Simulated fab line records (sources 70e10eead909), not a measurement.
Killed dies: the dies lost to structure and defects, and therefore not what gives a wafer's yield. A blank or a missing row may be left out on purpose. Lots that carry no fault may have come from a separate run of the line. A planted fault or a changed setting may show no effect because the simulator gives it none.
Which of the tools did it? | flow nand-harc | 11 lots, 33 wafers sampled, at 5 steps of a route of 1302

== WHAT THE GAUGES READ, wafer by wafer ==
The record holds no reading of a measuring or inspecting step that can be judged against a usual standard deviation.

== WHAT TOOL EACH LOT RAN ON (gives the tool, then ch and the chambers of the sampled wafers, and finally the start) ==
lot  | NHARC_A_CHANNEL_HOLE_D2_ETCH_20  | NHARC_A_CHANNEL_HOLE_D2_ETCH_24  | NHARC_A_CHANNEL_HOLE_D2_STRIP_28              | NHARC_A_CHANNEL_HOLE_D2_XSEM_32 | NHARC_A_CHANNEL_FILL_D2_ALD_02
L562 | har-etch-01 ch 0,1, day 14 06:26 | har-etch-01 ch 0,1, day 14 08:36 | rie-diel-06 ch 2,3, day 14 11:50 or earlier   | xsem-02 ch 0, day 14 11:50      | ald-hk-04 ch 0,1,2, day 14 12:11
L566 | har-etch-02 ch 0,1, day 15 22:27 | har-etch-02 ch 0,1, day 16 00:28 | rie-diel-06 ch 0,2,3, day 16 03:56 or earlier | xsem-02 ch 0, day 16 03:56      | ald-hk-04 ch 0,2,3, day 16 04:18
L567 | har-etch-02 ch 0,1, day 16 02:46 | har-etch-02 ch 0,1, day 16 05:00 | rie-diel-12 ch 0,1, day 16 08:05 or earlier   | xsem-02 ch 0, day 16 08:05      | ald-hk-01 ch 0,3, day 16 08:26
L569 | har-etch-01 ch 1, day 16 21:22   | har-etch-01 ch 1, day 16 23:23   | rie-diel-12 ch 0,1,3, day 17 02:53 or earlier | xsem-02 ch 0, day 17 02:53      | ald-hk-01 ch 2,3, day 17 03:10
L570 | har-etch-02 ch 0,1, day 17 10:58 | har-etch-02 ch 0,1, day 17 12:59 | rie-diel-10 ch 0,2,3, day 17 16:26 or earlier | xsem-01 ch 0, day 17 16:26      | ald-hk-01 ch 0,2,3, day 17 16:45
L578 | har-etch-01 ch 0,1, day 20 14:07 | har-etch-01 ch 0,1, day 20 16:08 | rie-diel-12 ch 0,1,3, day 20 19:37 or earlier | xsem-01 ch 0, day 20 19:37      | ald-hk-01 ch 1,2,3, day 20 19:55
L579 | har-etch-02 ch 1, day 20 17:10   | har-etch-02 ch 1, day 20 19:11   | rie-diel-12 ch 1,2,3, day 20 22:41 or earlier | xsem-02 ch 0, day 20 22:41      | ald-hk-04 ch 0,1,3, day 20 23:07
L580 | har-etch-01 ch 0,1, day 20 18:21 | har-etch-01 ch 0,1, day 20 20:27 | rie-diel-06 ch 0,2,3, day 20 23:48 or earlier | xsem-01 ch 0, day 20 23:48      | ald-hk-01 ch 0,1, day 21 00:10
L582 | har-etch-02 ch 1, day 21 18:34   | har-etch-02 ch 1, day 21 20:36   | rie-diel-12 ch 0,3, day 22 11:45 or earlier   | xsem-02 ch 0, day 22 11:45      | ald-hk-01 ch 0,2,3, day 22 12:11
L581 | har-etch-01 ch 0,1, day 21 20:12 | har-etch-01 ch 0,1, day 21 22:22 | rie-diel-06 ch 0,1,3, day 22 01:46 or earlier | xsem-01 ch 0, day 22 01:46      | ald-hk-04 ch 2,3, day 22 02:04
L583 | har-etch-02 ch 0,1, day 22 10:31 | har-etch-02 ch 0,1, day 22 12:42 | rie-diel-12 ch 0,1, day 22 15:55 or earlier   | xsem-02 ch 0, day 22 15:55      | ald-hk-01 ch 1,3, day 22 16:13
- NHARC_A_CHANNEL_HOLE_D2_ETCH_20: etches the open film in C4F8/O2/Ar, time 361.9 s, target depth 1600 nm.
- NHARC_A_CHANNEL_HOLE_D2_ETCH_24: etches the open film in C4F8/O2/Ar, time 906.2 s, target depth 1500 nm.
- NHARC_A_CHANNEL_HOLE_D2_STRIP_28: strips in O2.
- NHARC_A_CHANNEL_HOLE_D2_XSEM_32
- NHARC_A_CHANNEL_FILL_D2_ALD_02: deposits SiO2, target thk 6 nm, pulse time 10 s, ald cycles 60.

== AS READ BY THE TOOLS THEMSELVES (means over the sampled wafers that have a number; for cases with no such wafer, the mark the record gives instead) ==
NHARC_A_CHANNEL_HOLE_D2_ETCH_20. Usual: drypump-motor-current-A 6.0 A, standard deviation 0.58; he-backside-leak-sccm 5.9 sccm, standard deviation 0.53; showerhead-plenum-p-Torr 3.72 Torr, standard deviation 0.13; temp-c -20.00 C, standard deviation 0.11; throttle-valve-pct 32.154 %, standard deviation 0.0076.
lot  | tool        | drypump-motor-current-A (A) | he-backside-leak-sccm (sccm) | showerhead-plenum-p-Torr (Torr) | temp-c (C) | throttle-valve-pct (%) | flag
L562 | har-etch-01 | 6.4                         | 6.0                          | 3.69                            | -20.00     | 32.156                 |
L566 | har-etch-02 | 5.5                         | 6.3                          | 3.58                            | -20.01     | 32.157                 |
L567 | har-etch-02 | 5.5                         | 6.5                          | 3.58                            | -19.93     | 32.153                 |
L569 | har-etch-01 | 6.8                         | 5.9                          | 3.67                            | -19.92     | 32.150                 |
L570 | har-etch-02 | 5.9                         | 5.8                          | 3.93                            | -19.97     | 32.157                 |
L578 | har-etch-01 | 6.1                         | 6.0                          | 3.64                            | -20.04     | 32.156                 |
L579 | har-etch-02 | 6.2                         | 5.6                          | 3.91                            | -19.97     | 32.160                 |
L580 | har-etch-01 | 6.5                         | 6.2                          | 3.64                            | -19.84     | 32.154                 |
L582 | har-etch-02 | 6.2                         | 6.0                          | 3.90                            | -19.88     | 32.156                 |
L581 | har-etch-01 | 6.1                         | 6.1                          | 3.63                            | -20.14     | 32.151                 |
L583 | har-etch-02 | 5.5                         | 5.4                          | 3.90                            | -19.95     | 32.159                 |

NHARC_A_CHANNEL_HOLE_D2_ETCH_24. Usual: drypump-motor-current-A 6.0 A, standard deviation 0.58; he-backside-leak-sccm 6.0 sccm, standard deviation 0.72; showerhead-plenum-p-Torr 3.71 Torr, standard deviation 0.13; temp-c -20.00 C, standard deviation 0.11; throttle-valve-pct 32.236 %, standard deviation 0.0084.
lot  | tool        | drypump-motor-current-A (A) | he-backside-leak-sccm (sccm) | showerhead-plenum-p-Torr (Torr) | temp-c (C) | throttle-valve-pct (%) | flag
L562 | har-etch-01 | 6.4                         | 5.7                          | 3.69                            | -20.05     | 32.234                 |
L566 | har-etch-02 | 5.5                         | 6.5                          | 3.57                            | -20.18     | 32.235                 |
L567 | har-etch-02 | 5.5                         | 6.5                          | 3.57                            | -19.93     | 32.239                 |
L569 | har-etch-01 | 6.8                         | 5.9                          | 3.66                            | -20.03     | 32.247                 |
L570 | har-etch-02 | 5.9                         | 5.1                          | 3.93                            | -19.99     | 32.243                 |
L578 | har-etch-01 | 6.1                         | 6.0                          | 3.63                            | -20.11     | 32.238                 |
L579 | har-etch-02 | 6.2                         | 5.7                          | 3.90                            | -20.03     | 32.242                 |
L580 | har-etch-01 | 6.4                         | 6.3                          | 3.63                            | -19.96     | 32.242                 |
L582 | har-etch-02 | 6.2                         | 5.7                          | 3.89                            | -20.10     | 32.233                 |
L581 | har-etch-01 | 6.1                         | 6.4                          | 3.62                            | -19.93     | 32.241                 |
L583 | har-etch-02 | 5.5                         | 5.4                          | 3.89                            | -20.02     | 32.244                 |

NHARC_A_CHANNEL_HOLE_D2_STRIP_28. Usual: drypump-motor-current-A 5.8 A, standard deviation 0.34; oes-product-au 1.000 a.u., standard deviation 0.0064; rf-vpp-V 57.9 V, standard deviation 0.8; showerhead-plenum-p-Torr 3.58 Torr, standard deviation 0.17; throttle-valve-pct 17.037 %, standard deviation 0.0093.
lot  | tool        | drypump-motor-current-A (A) | oes-product-au (a.u.) | rf-vpp-V (V) | showerhead-plenum-p-Torr (Torr) | throttle-valve-pct (%) | flag
L562 | rie-diel-06 | 6.0                         | 1.003                 | 58.7         | 3.69                            | 17.034                 |
L566 | rie-diel-06 | 5.8                         | 1.013                 | 58.2         | 3.67                            | 17.038                 |
L567 | rie-diel-12 | 6.1                         | 0.996                 | 57.7         | 3.54                            | 17.046                 |
L569 | rie-diel-12 | 6.1                         | 1.006                 | 57.5         | 3.50                            | 17.039                 |
L570 | rie-diel-10 | 5.5                         | 1.002                 | 57.0         | 3.46                            | 17.045                 |
L578 | rie-diel-12 | 6.1                         | 0.997                 | 57.2         | 3.50                            | 17.048                 |
L579 | rie-diel-12 | 6.2                         | 1.007                 | 57.1         | 3.46                            | 17.036                 |
L580 | rie-diel-06 | 5.8                         | 0.998                 | 57.3         | 3.66                            | 17.037                 |
L582 | rie-diel-12 | 6.0                         | 0.998                 | 58.2         | 3.60                            | 17.033                 |
L581 | rie-diel-06 | 5.5                         | 0.997                 | 58.1         | 3.75                            | 17.042                 |
L583 | rie-diel-12 | 6.1                         | 0.998                 | 58.1         | 3.54                            | 17.040                 |

NHARC_A_CHANNEL_HOLE_D2_XSEM_32. Usual: bot-cd-nm 74.5 nm, standard deviation 1.1; bow-nm 8.64 nm, standard deviation 0.29; tilt-deg 0.07 degrees, standard deviation 0.043.
lot  | tool    | bot-cd-nm (nm) | bow-nm (nm) | tilt-deg (degrees) | flag
L562 | xsem-02 | 74.7           | 8.60        | 0.11               |
L566 | xsem-02 | 74.7           | 8.80        | 0.05               |
L567 | xsem-02 | 75.3           | 9.44        | 0.03               |
L569 | xsem-02 | 74.2           | 8.71        | 0.06               |
L570 | xsem-01 | 75.0           | 9.16        | 0.08               |
L578 | xsem-01 | 75.1           | 8.46        | 0.07               |
L579 | xsem-02 | 75.5           | 8.57        | 0.02               |
L580 | xsem-01 | 74.5           | 8.64        | 0.08               |
L582 | xsem-02 | 74.3           | 8.01        | 0.05               |
L581 | xsem-01 | 74.3           | 8.87        | 0.03               |
L583 | xsem-02 | 73.8           | 8.77        | 0.12               |

NHARC_A_CHANNEL_FILL_D2_ALD_02. Usual: heater-power-w 479 W, standard deviation 49; precursor-pulse-height-rel 0.997, standard deviation 0.02.
lot  | tool      | heater-power-w (W) | precursor-pulse-height-rel | flag
L562 | ald-hk-04 | 522                | 0.999                      |
L566 | ald-hk-04 | 472                | 0.999                      |
L567 | ald-hk-01 | 488                | 1.015                      |
L569 | ald-hk-01 | 472                | 0.985                      |
L570 | ald-hk-01 | 474                | 0.994                      |
L578 | ald-hk-01 | 480                | 1.001                      |
L579 | ald-hk-04 | 522                | 1.013                      |
L580 | ald-hk-01 | 475                | 1.005                      |
L582 | ald-hk-01 | 480                | 0.999                      |
L581 | ald-hk-04 | 447                | 1.000                      |
L583 | ald-hk-01 | 491                | 0.982                      |

== THE ANSWER, worked out from the rows above alone ==
Rule: a lot is off if the mean of its wafers that have a number lies more than 3 standard deviations from the usual mean. Also off: a lot with no number at a reading for which 4 or more lots have one. Any other lot the step has rows for is counted as sound. Order of review: gauges by route order, followed by the tools' own readings, for which a lot's mean as printed above is used. At the first step where some lot is off, the reading lying furthest off is the one used; lots without a number count as furthest.
None of the lots is off at any reading shown; this tells nothing.

== WHAT WAS PUT IN BY THE SIMULATOR ==
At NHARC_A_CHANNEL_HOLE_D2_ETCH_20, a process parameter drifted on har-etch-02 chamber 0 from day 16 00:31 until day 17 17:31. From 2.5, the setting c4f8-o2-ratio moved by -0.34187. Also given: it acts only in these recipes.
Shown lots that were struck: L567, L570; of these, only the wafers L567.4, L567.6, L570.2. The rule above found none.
